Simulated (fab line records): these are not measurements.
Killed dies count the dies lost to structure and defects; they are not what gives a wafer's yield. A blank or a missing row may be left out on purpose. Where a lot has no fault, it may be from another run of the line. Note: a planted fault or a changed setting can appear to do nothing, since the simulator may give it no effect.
A struck lot beside a sound one	flow nand_harc	26 out of 1302 route steps
Sound: wafers L439.1, L439.4, L439.6. The struck wafers were L440.1, L440.3, L440.4. Last of all comes the cause.
Order at every step that has rows: each side's tool, ch and its chambers, its first start. Under that, the readings that differ: sound wafers	struck wafers	difference of the means	sigmas: that difference in standard deviations of wafers without a fault.
alike: same words and numbers on both sides, and readings whose means sit less than 2 such deviations apart. not compared: any withheld reading, any reading some wafer has no value for, any bound like >300 that may hide the same value, and any number with overlapping values for which the record gives no deviation.
A row with sigmas, a row that says differs or no value, or rows on one side alone: a step with any of these is where the two part. When numbers do not overlap yet have no deviation, they are printed without sigmas and do not part them. A reading that every wafer of one side lacks parts them only if that side has two wafers or more.

first, 7 steps without rows for these wafers: NHARC_A_M0_COAT_33 (time 65 s); NHARC_A_M0_COAT_03 (resist thk 90 nm); NHARC_A_M0_SOFTBAKE_04 (time 55 s); NHARC_A_M0_EBR_05; NHARC_A_M0_EXPOSE_06 (exposes mask A M0, target cd 80 nm); NHARC_A_M0_PEB_07 (peb time 65 s); NHARC_A_M0_DEVELOP_08 (develop time 35 s).
NHARC_A_M0_CD_MEAS_09: target cd 80 nm.
  sound on cd_sem-01 ch 0, day 26 04:22; struck on cd_sem-01 ch 0, day 26 15:31
  alike: cd_nm
NHARC_A_M0_OVL_MEAS_10: pitch 160 nm.
  sound on overlay-01 at day 26 04:28; struck on overlay-02 at day 26 15:36
  alike: overlay_x_nm, overlay_y_nm
NHARC_A_M0_INSPECT_11:
  sound on defect_inspect-02 at day 26 04:30; struck on defect_inspect-01 at day 26 15:38
  alike: raw_defect_count
NHARC_A_M0_DESCUM_14: chemistry O2, time 3 s.
  sound on rie_diel-06 ch 1,2, day 26 04:34; struck on rie_diel-12 ch 0,3, day 26 15:42
  alike: drypump_motor_current_A, oes_product_au, rf_vpp_V, showerhead_plenum_p_Torr, throttle_valve_pct
  not compared: rf_hours_counter_h
then, 1 step without rows for these wafers: NHARC_A_M0_ETCH_34 (etches the open film in N2/H2, target depth 40 nm, overetch 12 nm, time 43.94 s).
NHARC_A_M0_ETCH_15: etches the open film in C4F8/Ar, target depth 150 nm, overetch 15 nm, time 82.5 s.
  sound on rie_diel-06 ch 0,3, day 26 04:44; struck on rie_diel-12 ch 0,1,3, day 26 15:55
  alike: oes_product_au, rf_vpp_V
  not compared: rf_hours_counter_h
NHARC_A_M0_CD_MEAS_16:
  sound on cd_sem-03 at day 26 04:52; struck on cd_sem-03 at day 26 16:02
  alike: cd_nm
NHARC_A_M0_STRIP_18: strips in N2/H2.
  sound on rie_diel-06 ch 0,1,2, day 26 04:58; struck on rie_diel-06 ch 1,2,3, day 26 16:07
  alike: drypump_motor_current_A, oes_product_au, rf_vpp_V, showerhead_plenum_p_Torr, throttle_valve_pct
  not compared: rf_hours_counter_h
then, 3 steps without rows for these wafers: NHARC_A_M0_STRIP_19 (strips in post etch residue remover, time 600 s); NHARC_A_M0_DEGAS_28 (time 60 s); NHARC_A_M0_PRE_CLEAN_29 (time 30 s).
NHARC_A_M0_PVD_20: deposits TaN, target thk 5 nm, time 8.06 s.
  sound on pvd_sputter-01; struck on pvd_sputter-01
  alike: substrate_temp_c, throttle_valve_pct
NHARC_A_M0_PVD_21: deposits Cu, target thk 30 nm, time 20.49 s.
  sound on pvd_sputter-01; struck on pvd_sputter-01
  alike: substrate_temp_c, throttle_valve_pct
then, 2 steps without rows for these wafers: NHARC_A_M0_ECD_22 (material Cu, target thk 400 nm); NHARC_A_M0_ANNEAL_30 (time 90 s).
NHARC_A_M0_CMP_23: polishes, t overpolish 20 s, target thk 113.75 nm.
  sound on cmp-02 ch 0,2,3, day 26 06:38; struck on cmp-02 ch 0,1,3, day 26 17:46
  alike: edge_zone_pressure_frac, motor_current_A, slurry_flow_ml_min, time_to_endpoint_s
NHARC_A_M0_THK_MEAS_24: measures by xrf.
  sound on film_metro-02 at day 26 06:53; struck on film_metro-02 at day 26 18:04
  alike: thk_nm
next, for these wafers, 1 step has no rows: NHARC_A_M0_SRD_25.
-- jump in the record: it breaks off in module A_M0 and resumes in module END (first step shown: number 1302 of the route), and 2 days separate the struck wafers' starts before and after --
NHARC_END_SORT_01:
  sound on prober-01 ch 0, day 27 19:46; struck on prober-02 ch 0, day 28 20:08
reading	sound	struck	difference	sigmas
defect_limited_yield (%)	91.6 91.1 91.6	80.8 81.4 88.0	-8.0	-3
killed_at_array	44 52 49	123 120 78	+59	+3
killed_dies	57 60 57	130 126 81	+54	+3
  alike: killed_at_other, killed_at_periphery, killed_open, killed_short

WHERE THEY PART
Only at NHARC_END_SORT_01, as far as this record shows.

WHY: what the simulator had put in
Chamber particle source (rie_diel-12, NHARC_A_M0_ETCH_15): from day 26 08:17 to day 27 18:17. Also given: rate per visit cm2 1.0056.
